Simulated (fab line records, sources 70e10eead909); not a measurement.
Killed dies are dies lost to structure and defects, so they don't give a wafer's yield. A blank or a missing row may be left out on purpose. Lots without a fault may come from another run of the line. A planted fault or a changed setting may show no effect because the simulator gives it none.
Problem report in the 8D (eight disciplines) form, filled by code | flow nand_harc | the parts of the form that need people (team, actions taken, sign-off) are left out

1. THE PROBLEM
run_length_s at NHARC_A_STAIRCASE_ETCH_444 reads a mean of 5796.3 s on 2 wafers of 2 lots; wafers without a fault read 6821.2 s with a standard deviation of 0.45. That is -99 or more standard deviations from the usual mean.
The step: etches the open film in C4F8/O2, target depth 20400 nm, time 6800 s.
First seen on wafer L891.2, day 24 14:50, on rie_diel-09. The record holds 18 wafers of 6 lots with a number at this step. Rule for "out", or "out of limits": more than 4 standard deviations from the usual mean. The other wafers with a number count as sound.

2. WHAT IT IS AND WHAT IT IS NOT
question                    | is                | is not
which readings at this step | run_length_s      | oes_product_au, rf_vpp_V
which lots                  | L891, L892        | L898, L899, L900, L901
which wafers of those lots  | L891.2, L892.3    | L891.3, L891.5, L892.2, L892.4
read on which tools         | rie_diel-09       | rie_diel-06, rie_diel-12
when                        | from day 24 14:50 | up to then (2 sound wafers); but 14 sound wafers of L892, L898, L899, L900, L901 came after

3. SUSPECTS, AND WHAT RULES EACH OUT
Counting: a tool at a process step up to the reading stays a suspect if it ran every lot that is out. Sound lots after the first of them don't rule it out here, since some wafers of a struck lot are sound.
- rie_diel-09 at NHARC_A_STAIRCASE_DESCUM_443 (chemistry O2, time 3 s): kept. It ran every lot that is out, first L891 (day 24 14:16).
- rie_diel-09 at NHARC_A_STAIRCASE_ETCH_444 (etches the open film in C4F8/O2, target depth 20400 nm, time 6800 s): kept. It ran every lot that is out, first L891 (day 24 14:50). Its own readings are out on those wafers: run_length_s.
- Within rie_diel-09 at NHARC_A_STAIRCASE_ETCH_444: the wafers that are out ran in chamber 2; their sound lot-mates ran in chambers 0, 3.
Left after counting: rie_diel-09 at NHARC_A_STAIRCASE_DESCUM_443, rie_diel-09 at NHARC_A_STAIRCASE_ETCH_444.

4. THE CAUSE (what the simulator had put in)
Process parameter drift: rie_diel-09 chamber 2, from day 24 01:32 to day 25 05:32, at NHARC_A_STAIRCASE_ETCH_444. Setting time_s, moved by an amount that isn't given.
Counting left 2 suspects, and this tool is among them.

5. THE CHAIN OF EFFECTS, in route order
Each row: a reading whose mean over the struck wafers that have a number lies more than 3 standard deviations from the usual. Only readings for which the record gives a usual standard deviation are gone through. hours: the time from each lot's start at the first step in this table that gives one to its start at this step, as a median over the lots. sigmas: the change in usual standard deviations.
hours | step                       | reading      | usual    | on struck wafers | change  | sigmas
0     | NHARC_A_STAIRCASE_ETCH_444 | run_length_s | 6821.2 s | 5796.3           | -1024.9 | -99 or more
The process steps in it:
- NHARC_A_STAIRCASE_ETCH_444: etches the open film in C4F8/O2, target depth 20400 nm, time 6800 s.
Later measuring or inspecting steps at which every struck wafer that the step has a row for has a number for every such reading, and none has moved that far: NHARC_END_SORT_01.

6. WHAT WOULD HAVE CAUGHT IT SOONER
In this record the first reading out of limits was taken at day 24 14:50, 13 hours after the fault began at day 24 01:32.
